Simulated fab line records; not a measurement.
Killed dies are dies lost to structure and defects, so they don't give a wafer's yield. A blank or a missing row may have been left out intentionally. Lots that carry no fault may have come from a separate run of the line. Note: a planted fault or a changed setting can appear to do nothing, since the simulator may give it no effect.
Which of the tools did it? / flow n5_finfet / 24 lots with 72 wafers sampled at 2 steps, on a route of 1938 steps

WHAT THE GAUGES SHOWED, per wafer
N5_BEOL_M0_CUTY_INSPECT_59: inspects for defects (macro).
lot=L074; measured=day 5 19:30; on=defect_inspect-02; raw_defect_count=2 1 1
lot=L076; measured=day 6 03:34; on=defect_inspect-01; raw_defect_count=1 0 2
lot=L075; measured=day 6 04:57; on=defect_inspect-01; raw_defect_count=0 2 3
lot=L077; measured=day 6 16:07; on=defect_inspect-02; raw_defect_count=2 2 0
lot=L078; measured=day 7 06:08; on=defect_inspect-02; raw_defect_count=3 1 2
lot=L079; measured=day 7 10:50; on=defect_inspect-01; raw_defect_count=1 2 3
lot=L080; measured=day 7 11:40; on=defect_inspect-01; raw_defect_count=6 4 0
lot=L081; measured=day 8 01:23; on=defect_inspect-02; raw_defect_count=2 4 2
lot=L082; measured=day 8 02:00; on=defect_inspect-02; raw_defect_count=1 1 2
lot=L083; measured=day 8 02:28; on=defect_inspect-02; raw_defect_count=1 3 2
lot=L084; measured=day 8 06:21; on=defect_inspect-02; raw_defect_count=1 2 1
lot=L085; measured=day 8 09:35; on=defect_inspect-02; raw_defect_count=2 4 4
lot=L086; measured=day 9 01:36; on=defect_inspect-01; raw_defect_count=2 3 3
lot=L087; measured=day 9 06:22; on=defect_inspect-02; raw_defect_count=1 3 2
lot=L088; measured=day 9 09:22; on=defect_inspect-01; raw_defect_count=3 1 1
lot=L089; measured=day 9 10:44; on=defect_inspect-02; raw_defect_count=3 4 1
lot=L090; measured=day 9 18:18; on=defect_inspect-02; raw_defect_count=2 1 2
lot=L091; measured=day 9 21:03; on=defect_inspect-01; raw_defect_count=2 2 3
lot=L092; measured=day 10 02:44; on=defect_inspect-01; raw_defect_count=1 0 3
lot=L093; measured=day 10 12:44; on=defect_inspect-01; raw_defect_count=1 2 0
lot=L094; measured=day 10 17:53; on=defect_inspect-02; raw_defect_count=2 2 5
lot=L095; measured=day 11 01:16; on=defect_inspect-01; raw_defect_count=2 2 2
lot=L097; measured=day 11 15:04; on=defect_inspect-01; raw_defect_count=1 1 5
lot=L096; measured=day 11 15:37; on=defect_inspect-02; raw_defect_count=0 3 2

TOOL THAT RAN EACH LOT (tool first, then ch and the chambers of the sampled wafers, then the start)
lot=L074; N5_BEOL_M0_SAQP_STRIP_75=rie_diel-03 ch 1,2,3, day 5 19:04
lot=L076; N5_BEOL_M0_SAQP_STRIP_75=rie_diel-06 ch 0,1,2, day 6 03:05
lot=L075; N5_BEOL_M0_SAQP_STRIP_75=rie_diel-03 ch 1,2,3, day 6 04:31
lot=L077; N5_BEOL_M0_SAQP_STRIP_75=rie_diel-05 ch 1,2, day 6 15:40
lot=L078; N5_BEOL_M0_SAQP_STRIP_75=rie_diel-06 ch 0,2, day 7 05:41
lot=L079; N5_BEOL_M0_SAQP_STRIP_75=rie_diel-03 ch 1,2, day 7 10:31
lot=L080; N5_BEOL_M0_SAQP_STRIP_75=rie_diel-05 ch 0,2,3, day 7 11:19
lot=L081; N5_BEOL_M0_SAQP_STRIP_75=rie_diel-06 ch 0,2, day 8 01:03
lot=L082; N5_BEOL_M0_SAQP_STRIP_75=rie_diel-05 ch 0,1,3, day 8 01:34
lot=L083; N5_BEOL_M0_SAQP_STRIP_75=rie_diel-05 ch 2,3, day 8 02:01
lot=L084; N5_BEOL_M0_SAQP_STRIP_75=rie_diel-03 ch 0,1,2, day 8 06:02
lot=L085; N5_BEOL_M0_SAQP_STRIP_75=rie_diel-05 ch 0,1,2, day 8 09:16
lot=L086; N5_BEOL_M0_SAQP_STRIP_75=rie_diel-03 ch 2,3, day 9 01:17
lot=L087; N5_BEOL_M0_SAQP_STRIP_75=rie_diel-03 ch 0,1,2, day 9 05:56
lot=L088; N5_BEOL_M0_SAQP_STRIP_75=rie_diel-06 ch 0,1, day 9 09:03
lot=L089; N5_BEOL_M0_SAQP_STRIP_75=rie_diel-06 ch 0,2,3, day 9 10:17
lot=L090; N5_BEOL_M0_SAQP_STRIP_75=rie_diel-05 ch 0,1,3, day 9 17:59
lot=L091; N5_BEOL_M0_SAQP_STRIP_75=rie_diel-05 ch 1,2,3, day 9 20:36
lot=L092; N5_BEOL_M0_SAQP_STRIP_75=rie_diel-05 ch 0,1,2, day 10 02:17
lot=L093; N5_BEOL_M0_SAQP_STRIP_75=rie_diel-05 ch 1,2,3, day 10 12:17
lot=L094; N5_BEOL_M0_SAQP_STRIP_75=rie_diel-05 ch 1,2,3, day 10 17:34
lot=L095; N5_BEOL_M0_SAQP_STRIP_75=rie_diel-03 ch 0,1,3, day 11 00:56
lot=L097; N5_BEOL_M0_SAQP_STRIP_75=rie_diel-03 ch 0,1, day 11 14:44
lot=L096; N5_BEOL_M0_SAQP_STRIP_75=rie_diel-05 ch 1,2, day 11 15:17
- N5_BEOL_M0_SAQP_STRIP_75: strips in CF4.

WHAT THE TOOLS THEMSELVES READ (means of the sampled wafers that have a number; where no wafer has one, the mark that the record gives instead)
N5_BEOL_M0_SAQP_STRIP_75.
lot=L074; tool=rie_diel-03; drypump_motor_current_A (A)=5.4; oes_product_au (a.u.)=0.180; rf_vpp_V (V)=271.4; showerhead_plenum_p_Torr (Torr)=1.82; throttle_valve_pct (%)=13.49
lot=L076; tool=rie_diel-06; drypump_motor_current_A (A)=5.6; oes_product_au (a.u.)=0.172; rf_vpp_V (V)=270.2; showerhead_plenum_p_Torr (Torr)=1.76; throttle_valve_pct (%)=13.73
lot=L075; tool=rie_diel-03; drypump_motor_current_A (A)=5.4; oes_product_au (a.u.)=0.181; rf_vpp_V (V)=271.9; showerhead_plenum_p_Torr (Torr)=1.82; throttle_valve_pct (%)=13.51
lot=L077; tool=rie_diel-05; drypump_motor_current_A (A)=5.5; oes_product_au (a.u.)=0.194; rf_vpp_V (V)=271.4; showerhead_plenum_p_Torr (Torr)=1.80; throttle_valve_pct (%)=13.64
lot=L078; tool=rie_diel-06; drypump_motor_current_A (A)=5.7; oes_product_au (a.u.)=0.179; rf_vpp_V (V)=271.4; showerhead_plenum_p_Torr (Torr)=1.80; throttle_valve_pct (%)=13.67
lot=L079; tool=rie_diel-03; drypump_motor_current_A (A)=5.5; oes_product_au (a.u.)=0.176; rf_vpp_V (V)=271.9; showerhead_plenum_p_Torr (Torr)=1.84; throttle_valve_pct (%)=13.41
lot=L080; tool=rie_diel-05; drypump_motor_current_A (A)=5.4; oes_product_au (a.u.)=0.179; rf_vpp_V (V)=271.3; showerhead_plenum_p_Torr (Torr)=1.80; throttle_valve_pct (%)=13.69
lot=L081; tool=rie_diel-06; drypump_motor_current_A (A)=5.5; oes_product_au (a.u.)=0.174; rf_vpp_V (V)=270.4; showerhead_plenum_p_Torr (Torr)=1.79; throttle_valve_pct (%)=13.75
lot=L082; tool=rie_diel-05; drypump_motor_current_A (A)=5.1; oes_product_au (a.u.)=0.178; rf_vpp_V (V)=270.7; showerhead_plenum_p_Torr (Torr)=1.78; throttle_valve_pct (%)=13.52
lot=L083; tool=rie_diel-05; drypump_motor_current_A (A)=5.5; oes_product_au (a.u.)=0.184; rf_vpp_V (V)=271.7; showerhead_plenum_p_Torr (Torr)=1.81; throttle_valve_pct (%)=13.52
lot=L084; tool=rie_diel-03; drypump_motor_current_A (A)=5.7; oes_product_au (a.u.)=0.190; rf_vpp_V (V)=271.1; showerhead_plenum_p_Torr (Torr)=1.81; throttle_valve_pct (%)=13.32
lot=L085; tool=rie_diel-05; drypump_motor_current_A (A)=5.2; oes_product_au (a.u.)=0.181; rf_vpp_V (V)=270.4; showerhead_plenum_p_Torr (Torr)=1.78; throttle_valve_pct (%)=13.68
lot=L086; tool=rie_diel-03; drypump_motor_current_A (A)=5.7; oes_product_au (a.u.)=0.171; rf_vpp_V (V)=271.7; showerhead_plenum_p_Torr (Torr)=1.84; throttle_valve_pct (%)=13.59
lot=L087; tool=rie_diel-03; drypump_motor_current_A (A)=5.7; oes_product_au (a.u.)=0.189; rf_vpp_V (V)=271.3; showerhead_plenum_p_Torr (Torr)=1.81; throttle_valve_pct (%)=13.34
lot=L088; tool=rie_diel-06; drypump_motor_current_A (A)=5.5; oes_product_au (a.u.)=0.182; rf_vpp_V (V)=271.9; showerhead_plenum_p_Torr (Torr)=1.81; throttle_valve_pct (%)=13.66
lot=L089; tool=rie_diel-06; drypump_motor_current_A (A)=5.4; oes_product_au (a.u.)=0.190; rf_vpp_V (V)=271.8; showerhead_plenum_p_Torr (Torr)=1.78; throttle_valve_pct (%)=13.63
lot=L090; tool=rie_diel-05; drypump_motor_current_A (A)=5.1; oes_product_au (a.u.)=0.178; rf_vpp_V (V)=271.4; showerhead_plenum_p_Torr (Torr)=1.77; throttle_valve_pct (%)=13.53
lot=L091; tool=rie_diel-05; drypump_motor_current_A (A)=5.4; oes_product_au (a.u.)=0.187; rf_vpp_V (V)=270.2; showerhead_plenum_p_Torr (Torr)=1.78; throttle_valve_pct (%)=13.53
lot=L092; tool=rie_diel-05; drypump_motor_current_A (A)=5.2; oes_product_au (a.u.)=0.179; rf_vpp_V (V)=269.8; showerhead_plenum_p_Torr (Torr)=1.77; throttle_valve_pct (%)=13.71
lot=L093; tool=rie_diel-05; drypump_motor_current_A (A)=5.4; oes_product_au (a.u.)=0.184; rf_vpp_V (V)=270.7; showerhead_plenum_p_Torr (Torr)=1.78; throttle_valve_pct (%)=13.52
lot=L094; tool=rie_diel-05; drypump_motor_current_A (A)=5.4; oes_product_au (a.u.)=0.184; rf_vpp_V (V)=271.2; showerhead_plenum_p_Torr (Torr)=1.78; throttle_valve_pct (%)=13.54
lot=L095; tool=rie_diel-03; drypump_motor_current_A (A)=5.6; oes_product_au (a.u.)=0.185; rf_vpp_V (V)=270.7; showerhead_plenum_p_Torr (Torr)=1.78; throttle_valve_pct (%)=13.48
lot=L097; tool=rie_diel-03; drypump_motor_current_A (A)=5.8; oes_product_au (a.u.)=0.198; rf_vpp_V (V)=270.5; showerhead_plenum_p_Torr (Torr)=1.77; throttle_valve_pct (%)=13.28
lot=L096; tool=rie_diel-05; drypump_motor_current_A (A)=5.2; oes_product_au (a.u.)=0.189; rf_vpp_V (V)=270.0; showerhead_plenum_p_Torr (Torr)=1.76; throttle_valve_pct (%)=13.52

THE ANSWER, worked out from the rows above alone
Rule: usual is defined by the lots themselves. The widest of any qualifying gaps counts: lots, ordered by their means at a reading, are off when they make up no more than a third of the lots, leave a main group of 4 or more, and stand apart from it by 3 or more times the standard deviation of that group's means. A main group is skipped when, at the precision printed for the reading in the tables above, its means are all equal. A lot without any number at a reading at which 4 lots or more have one is off too. The other lots that the step has rows for count as sound. After the gauges, taken in route order, come the tools' own readings; for these a lot's mean is taken, as printed above. The first step at which some lot is off is used, and at that step the reading that is off furthest; a lot without a number counts as furthest.
No lot is off on any of the readings shown, so nothing can be concluded from this.

WHAT THE SIMULATOR HAD INSERTED
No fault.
